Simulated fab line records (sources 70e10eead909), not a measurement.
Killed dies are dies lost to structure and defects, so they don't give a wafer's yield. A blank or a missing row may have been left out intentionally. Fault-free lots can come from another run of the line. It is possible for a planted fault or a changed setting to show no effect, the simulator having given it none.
Problem report in the 8D (eight disciplines) form, filled by code -- flow nand harc -- the parts of the form that need people (team, actions taken, sign-off) are left out

== 1. WHAT WENT WRONG ==
Mean of time to endpoint s at NHARC_A_M1_CMP_23: 13.0 s across 4 wafers in 2 lots; on wafers with no fault it is 28.2 s (standard deviation 2.3). Relative to the usual mean, that is a shift of -6.6 standard deviations.
The step: polishes, t overpolish 20 s, target thk 154.34 nm.
The first sign was on wafer L355.3 at day 26 04:28, on cmp-01. At this step, 18 wafers from 6 lots have a number in the record. Rule for "out" (also "out of limits"): further than 4 standard deviations from the usual mean. Any other wafer with a number is counted as sound.

== 2. WHAT IT IS, WHAT IT ISN'T ==
question,is,is not
which readings at this step,time to endpoint s,"motor current A, slurry flow ml min"
which lots,"L355, L356","L347, L348, L368, L369"
which wafers of those lots,"L355.3, L355.5, L356.3, L356.5","L355.4, L356.6"
read on which tools,"cmp-01, cmp-03",cmp-02
when,from day 26 04:28,"up to then (7 sound wafers); but 7 sound wafers of L356, L368, L369 came after"

== 3. WHAT RULES OUT EACH SUSPECT ==
Counting: if a tool at a process step up to the reading ran every lot that is out, it stays a suspect. Sound lots after the first of them don't rule it out here, since some wafers of a struck lot are sound.
- rie diel-11 at NHARC_A_M1_ETCH_28 (etches the open film in CF4/N2, target depth 30 nm, time 72.99 s): kept. Every lot that is out went through it, the first being L355 (day 26 03:21); the last sound lot it ran before that was L347 (day 22 08:27). NHARC_A_M1_ETCH_28 gives no start for some lots, so the hours and the order of its lots are those of NHARC_A_M1_DEGAS_29.
- ecd cu-01 at NHARC_A_M1_ECD_22 (material Cu, target thk 400 nm): kept. Every lot that is out went through it, the first being L355 (day 26 03:49); the last sound lot it ran before that was L347 (day 22 08:48).
What counting leaves: rie diel-11 at NHARC_A_M1_ETCH_28 and ecd cu-01 at NHARC_A_M1_ECD_22.

== 4. THE CAUSE (what the simulator had put in) ==
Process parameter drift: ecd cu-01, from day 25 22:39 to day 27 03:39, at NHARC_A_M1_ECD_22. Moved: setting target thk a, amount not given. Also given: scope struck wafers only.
Counting leaves 2 suspects; this tool is one of them.

== 5. THE EFFECT CHAIN, in route order ==
Each row: a reading whose mean over the struck wafers that have a number lies more than 3 standard deviations from the usual. Scope: only readings with a usual standard deviation given in the record; hours: median across lots of the time from each lot's start at the first step in this table that gives one to its start at this step; sigmas: change in usual standard deviations.
hours,step,reading,usual,on struck wafers,change,sigmas
0,NHARC_A_M1_CMP_23,time to endpoint s,28.2 s,13.0,-15.2,-6.6
The process steps in it:
- NHARC_A_M1_CMP_23: polishes, t overpolish 20 s, target thk 154.34 nm.
At these later measuring or inspecting steps, every struck wafer for which the step has a row has a number for every such reading, and none has moved that far: NHARC_A_M1_THK_MEAS_24.

== 6. WHAT WOULD HAVE CAUGHT IT SOONER ==
6 hours passed between the start of the fault at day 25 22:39 and the first reading out of limits in this record, taken at day 26 04:28.
Lots out: 2; of these, L356 started NHARC_A_M1_ECD_22 on ecd cu-01 after day 26 04:28. A tool hold placed at that time would have kept it from harm.
